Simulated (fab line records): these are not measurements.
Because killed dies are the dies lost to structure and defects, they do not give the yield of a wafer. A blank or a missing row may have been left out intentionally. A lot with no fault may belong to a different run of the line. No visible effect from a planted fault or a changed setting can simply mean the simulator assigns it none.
2 desks, one fault	flow n5_finfet	each desk has only its own numbers; what lay behind them comes last

THE DEFECT DESK
Lot by lot, what the route's inspections counted, given as the mean of those sampled wafers with a number. Marked OUT: a lot whose mean sits more than 4 standard deviations from the usual mean, which makes it out of limits; the brackets give that distance.
Columns: A = raw_defect_count at N5_BEOL_M15_INSPECT_55, usual 73
lot	first seen here	A
L440	day 12 11:40	97
L439	day 12 23:32	69
L441	day 13 02:54	50
L450	day 15 10:53	68
L454	day 15 14:19	101
L452	day 15 23:41	81
L455	day 16 09:20	63
L459	day 17 06:15	50
L460	day 17 18:01	95
L462	day 17 19:26	65
L461	day 18 00:31	44
This desk found nothing out of limits on any of the 11 lots.

THE TOOL OWNER'S DESK: rie_diel-03
The tool's own readings at N5_PASSIVATION_VIA_ETCH_13 (etches SiO2 in CHF3/O2, target depth 660 nm, time 330 s): means of the sampled wafers that have a number, for each lot that ran on this tool. Marked OUT: a lot whose mean sits more than 4 standard deviations from the usual mean, which makes it out of limits; the brackets give that distance. Readings shown: 7 out of 9 (the first out of limits, and those lying furthest out on some lot).
Columns: A = etch_rf_on_time_s at N5_PASSIVATION_VIA_ETCH_13, usual 235 s; B = oes_f_703_au at N5_PASSIVATION_VIA_ETCH_13, usual 0.80 a.u.; C = oes_product_au at N5_PASSIVATION_VIA_ETCH_13, usual 0.72 a.u.; D = rf_fwd_power_W at N5_PASSIVATION_VIA_ETCH_13, usual 647.5 W; E = rf_vpp_V at N5_PASSIVATION_VIA_ETCH_13, usual 520 V; F = showerhead_plenum_p_Torr at N5_PASSIVATION_VIA_ETCH_13, usual 2.37 Torr; G = throttle_valve_pct at N5_PASSIVATION_VIA_ETCH_13, usual 18.91 %
lot	first seen here	A	B	C	D	E	F	G
L440	day 12 19:00	236	0.84	0.76	648.0	513	2.44	18.85
L450	day 15 22:10	236	0.69	0.62	648.0	522	2.38	19.38
L454	day 16 02:02	263 (+5.4) OUT	0.55	0.61	493.9 (-81) OUT	594 (+7.5) OUT	2.43	19.28
L452	day 16 07:49	260 (+4.9) OUT	0.61	0.68	492.1 (-82) OUT	584 (+6.5) OUT	2.46	18.94
This desk's verdict: out of limits on L452, L454, starting with L454 at day 16 02:02 (etch_rf_on_time_s at N5_PASSIVATION_VIA_ETCH_13). In limits: L440, L450.

ALL TOGETHER
An alarm could have come from the tool owner's desk at day 16 02:02, on L452, L454.
Nothing out of limits was seen by the defect desk.
The defect desk has L452, L454 on record, within its limits.
N5_PASSIVATION_VIA_ETCH_13 was run on rie_diel-03 by each of the lots named.

WHAT WAS PUT IN BY THE SIMULATOR
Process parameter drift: rie_diel-03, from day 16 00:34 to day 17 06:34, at N5_PASSIVATION_VIA_ETCH_13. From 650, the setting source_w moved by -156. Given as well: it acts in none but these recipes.
Lots struck among those shown: L452, L454.
Time in hours from fault onset to the first out-of-limits reading at each desk: the tool owner's desk, 1.
